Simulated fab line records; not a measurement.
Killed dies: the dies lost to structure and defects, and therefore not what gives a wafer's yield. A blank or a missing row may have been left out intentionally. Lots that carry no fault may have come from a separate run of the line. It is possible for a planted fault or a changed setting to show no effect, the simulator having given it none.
Lot-split experiment / flow n5_finfet / 39 wafers read across 7 lots, on a route 1938 steps long

== THE SPLIT ==
At N5_PASSIVATION_PASS_ETCH_74 (etches SiNx in CF4/O2, target depth 220 nm, time 110 s), the setting target_depth_a was moved away from the recipe's 2200 angstrom on 12 of the 39 wafers read, by -24.3% to +40.3%. The other wafers ran this setting at the recipe's value.

The file shows no step between the split and the reading.

== THE READING ==
TV_OPEN.cd_offset_nm (the simulator's own value, which no gauge read), in nm, at N5_PASSIVATION_VIA_ETCH_13 (etches SiO2 in CHF3/O2, target depth 660 nm, time 330 s). The file gives no usual value for it. The 27 wafers here that ran the recipe average 1.7 nm, standard deviation 0.38 nm.

wafer=L077.1; tool, chamber at the split=rie_diel-03, 2; target_depth_a as run, angstrom=3087; against the recipe=+40.3%; TV_OPEN.cd_offset_nm, nm=-2.2; against lot-mates on the recipe=-3.6
wafer=L077.2; tool, chamber at the split=rie_diel-03, 0; target_depth_a as run, angstrom=2200; against the recipe=recipe; TV_OPEN.cd_offset_nm, nm=1.2; against lot-mates on the recipe=-
wafer=L077.3; tool, chamber at the split=rie_diel-03, 3; target_depth_a as run, angstrom=3087; against the recipe=+40.3%; TV_OPEN.cd_offset_nm, nm=-2.6; against lot-mates on the recipe=-4.0
wafer=L077.5; tool, chamber at the split=rie_diel-03, 3; target_depth_a as run, angstrom=3087; against the recipe=+40.3%; TV_OPEN.cd_offset_nm, nm=-2.6; against lot-mates on the recipe=-4.0
wafer=L077.4; tool, chamber at the split=rie_diel-03, 1; target_depth_a as run, angstrom=2200; against the recipe=recipe; TV_OPEN.cd_offset_nm, nm=2; against lot-mates on the recipe=-
wafer=L077.6; tool, chamber at the split=rie_diel-03, 0; target_depth_a as run, angstrom=2200; against the recipe=recipe; TV_OPEN.cd_offset_nm, nm=1; against lot-mates on the recipe=-
wafer=L080.3; tool, chamber at the split=rie_diel-05, 0; target_depth_a as run, angstrom=2200; against the recipe=recipe; TV_OPEN.cd_offset_nm, nm=1.4; against lot-mates on the recipe=-
wafer=L080.4; tool, chamber at the split=rie_diel-05, 1; target_depth_a as run, angstrom=2200; against the recipe=recipe; TV_OPEN.cd_offset_nm, nm=1.8; against lot-mates on the recipe=-
wafer=L080.6; tool, chamber at the split=rie_diel-05, 2; target_depth_a as run, angstrom=2200; against the recipe=recipe; TV_OPEN.cd_offset_nm, nm=1.2; against lot-mates on the recipe=-
wafer=L081.1; tool, chamber at the split=rie_diel-04, 2; target_depth_a as run, angstrom=2200; against the recipe=recipe; TV_OPEN.cd_offset_nm, nm=2; against lot-mates on the recipe=-
wafer=L081.2; tool, chamber at the split=rie_diel-04, 3; target_depth_a as run, angstrom=1785; against the recipe=-18.9%; TV_OPEN.cd_offset_nm, nm=4.2; against lot-mates on the recipe=+2.2
wafer=L081.3; tool, chamber at the split=rie_diel-04, 0; target_depth_a as run, angstrom=2200; against the recipe=recipe; TV_OPEN.cd_offset_nm, nm=1.8; against lot-mates on the recipe=-
wafer=L081.4; tool, chamber at the split=rie_diel-04, 0; target_depth_a as run, angstrom=2200; against the recipe=recipe; TV_OPEN.cd_offset_nm, nm=2.2; against lot-mates on the recipe=-
wafer=L081.5; tool, chamber at the split=rie_diel-04, 3; target_depth_a as run, angstrom=1785; against the recipe=-18.9%; TV_OPEN.cd_offset_nm, nm=4; against lot-mates on the recipe=+2.0
wafer=L081.6; tool, chamber at the split=rie_diel-04, 2; target_depth_a as run, angstrom=1785; against the recipe=-18.9%; TV_OPEN.cd_offset_nm, nm=3.6; against lot-mates on the recipe=+1.6
wafer=L088.1; tool, chamber at the split=rie_diel-04, 1; target_depth_a as run, angstrom=2200; against the recipe=recipe; TV_OPEN.cd_offset_nm, nm=2.8; against lot-mates on the recipe=-
wafer=L088.2; tool, chamber at the split=rie_diel-04, 3; target_depth_a as run, angstrom=2839; against the recipe=+29.0%; TV_OPEN.cd_offset_nm, nm=-1.2; against lot-mates on the recipe=-3.3
wafer=L088.3; tool, chamber at the split=rie_diel-04, 2; target_depth_a as run, angstrom=2839; against the recipe=+29.0%; TV_OPEN.cd_offset_nm, nm=-1; against lot-mates on the recipe=-3.1
wafer=L088.4; tool, chamber at the split=rie_diel-04, 3; target_depth_a as run, angstrom=2200; against the recipe=recipe; TV_OPEN.cd_offset_nm, nm=1.8; against lot-mates on the recipe=-
wafer=L088.5; tool, chamber at the split=rie_diel-04, 2; target_depth_a as run, angstrom=2200; against the recipe=recipe; TV_OPEN.cd_offset_nm, nm=1.6; against lot-mates on the recipe=-
wafer=L088.6; tool, chamber at the split=rie_diel-04, 1; target_depth_a as run, angstrom=2839; against the recipe=+29.0%; TV_OPEN.cd_offset_nm, nm=-0.4; against lot-mates on the recipe=-2.5
wafer=L090.1; tool, chamber at the split=rie_diel-03, 3; target_depth_a as run, angstrom=2200; against the recipe=recipe; TV_OPEN.cd_offset_nm, nm=1.8; against lot-mates on the recipe=-
wafer=L090.2; tool, chamber at the split=rie_diel-03, 0; target_depth_a as run, angstrom=2200; against the recipe=recipe; TV_OPEN.cd_offset_nm, nm=1.2; against lot-mates on the recipe=-
wafer=L090.3; tool, chamber at the split=rie_diel-03, 1; target_depth_a as run, angstrom=1666; against the recipe=-24.3%; TV_OPEN.cd_offset_nm, nm=4.2; against lot-mates on the recipe=+2.7
wafer=L090.4; tool, chamber at the split=rie_diel-03, 2; target_depth_a as run, angstrom=1666; against the recipe=-24.3%; TV_OPEN.cd_offset_nm, nm=3.6; against lot-mates on the recipe=+2.1
wafer=L090.6; tool, chamber at the split=rie_diel-03, 1; target_depth_a as run, angstrom=1666; against the recipe=-24.3%; TV_OPEN.cd_offset_nm, nm=3.6; against lot-mates on the recipe=+2.1
wafer=L090.5; tool, chamber at the split=rie_diel-03, 0; target_depth_a as run, angstrom=2200; against the recipe=recipe; TV_OPEN.cd_offset_nm, nm=1.6; against lot-mates on the recipe=-
wafer=L096.1; tool, chamber at the split=rie_diel-04, 1; target_depth_a as run, angstrom=2200; against the recipe=recipe; TV_OPEN.cd_offset_nm, nm=2.2; against lot-mates on the recipe=-
wafer=L096.5; tool, chamber at the split=rie_diel-04, 3; target_depth_a as run, angstrom=2200; against the recipe=recipe; TV_OPEN.cd_offset_nm, nm=2.2; against lot-mates on the recipe=-
wafer=L096.2; tool, chamber at the split=rie_diel-04, 2; target_depth_a as run, angstrom=2200; against the recipe=recipe; TV_OPEN.cd_offset_nm, nm=1.6; against lot-mates on the recipe=-
wafer=L096.6; tool, chamber at the split=rie_diel-04, 2; target_depth_a as run, angstrom=2200; against the recipe=recipe; TV_OPEN.cd_offset_nm, nm=1.6; against lot-mates on the recipe=-
wafer=L096.3; tool, chamber at the split=rie_diel-04, 3; target_depth_a as run, angstrom=2200; against the recipe=recipe; TV_OPEN.cd_offset_nm, nm=1.4; against lot-mates on the recipe=-
wafer=L096.4; tool, chamber at the split=rie_diel-04, 0; target_depth_a as run, angstrom=2200; against the recipe=recipe; TV_OPEN.cd_offset_nm, nm=1.8; against lot-mates on the recipe=-
wafer=L097.1; tool, chamber at the split=rie_diel-04, 0; target_depth_a as run, angstrom=2200; against the recipe=recipe; TV_OPEN.cd_offset_nm, nm=1.8; against lot-mates on the recipe=-
wafer=L097.4; tool, chamber at the split=rie_diel-04, 2; target_depth_a as run, angstrom=2200; against the recipe=recipe; TV_OPEN.cd_offset_nm, nm=1.8; against lot-mates on the recipe=-
wafer=L097.6; tool, chamber at the split=rie_diel-04, 0; target_depth_a as run, angstrom=2200; against the recipe=recipe; TV_OPEN.cd_offset_nm, nm=1.8; against lot-mates on the recipe=-
wafer=L097.2; tool, chamber at the split=rie_diel-04, 3; target_depth_a as run, angstrom=2200; against the recipe=recipe; TV_OPEN.cd_offset_nm, nm=2.2; against lot-mates on the recipe=-
wafer=L097.3; tool, chamber at the split=rie_diel-04, 2; target_depth_a as run, angstrom=2200; against the recipe=recipe; TV_OPEN.cd_offset_nm, nm=1.4; against lot-mates on the recipe=-
wafer=L097.5; tool, chamber at the split=rie_diel-04, 3; target_depth_a as run, angstrom=2200; against the recipe=recipe; TV_OPEN.cd_offset_nm, nm=1.6; against lot-mates on the recipe=-

FIT RESULTS
A straight line over all 39 wafers: TV_OPEN.cd_offset_nm changes by -0.0986 nm for each +1% of target_depth_a; r = -0.97; the points scatter about the line by 0.4 nm.
The same after taking each lot's own level away (the mean of its wafers on the recipe; 39 wafers): -0.0974 nm for each +1%; r = -0.98; scatter 0.32 nm.
On that fit, the largest move of target_depth_a shifts the reading by 3.9 nm.
Across the lots, their own levels run from 1.40 to 2.07 nm, a range of 1.7 times the standard deviation given above.
The two slopes are in agreement: the lot-to-lot level therefore moves the slope only a little.
Check: -4 nm against its lot-mates is what the line predicts for one of the wafers moved furthest among these (+40.3%) when that wafer is left out of the fit. Against them it came out at -3.6 nm.

== FURTHER SPLITS ON THESE WAFERS ==
Note: prior to the reading, these wafers also went through further splits. Each is held against what the fit with the lots' levels taken away leaves over:
other split on the same wafers=N5_BEOL_M9_HM_DEP_02 target_thk_a; wafers away from the commonest value=9; r with TV_OPEN.cd_offset_nm (lot level and that fit taken away)=-0.05
other split on the same wafers=N5_BEOL_M13_DEP_53 time_s; wafers away from the commonest value=9; r with TV_OPEN.cd_offset_nm (lot level and that fit taken away)=+0.17

== THE WHOLE CHAIN: every reading that the file lists as answering this split, in the file's order ==
step=N5_PASSIVATION_PASS_ETCH_74; what it does=etches SiNx in CF4/O2, target depth 220 nm, time 110 s; reading=etch.depth_nm (the simulator's own value, which no gauge read); change (the file's fit)=+2.23 nm for each +1% of the setting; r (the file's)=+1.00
step=N5_PASSIVATION_PASS_ETCH_74; what it does=etches SiNx in CF4/O2, target depth 220 nm, time 110 s; reading=TV_OPEN.cd_offset_nm (the simulator's own value, which no gauge read); change (the file's fit)=-0.101 nm for each +1% of the setting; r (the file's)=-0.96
step=N5_PASSIVATION_VIA_ETCH_13; what it does=etches SiO2 in CHF3/O2, target depth 660 nm, time 330 s; reading=TV_OPEN.cd_offset_nm (the simulator's own value, which no gauge read); change (the file's fit)=-0.0974 nm for each +1% of the setting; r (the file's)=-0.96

== THE FILE'S OWN FIT ==
TV_OPEN.cd_offset_nm changes by -0.0974 nm for each +1% of target_depth_a, r = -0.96.
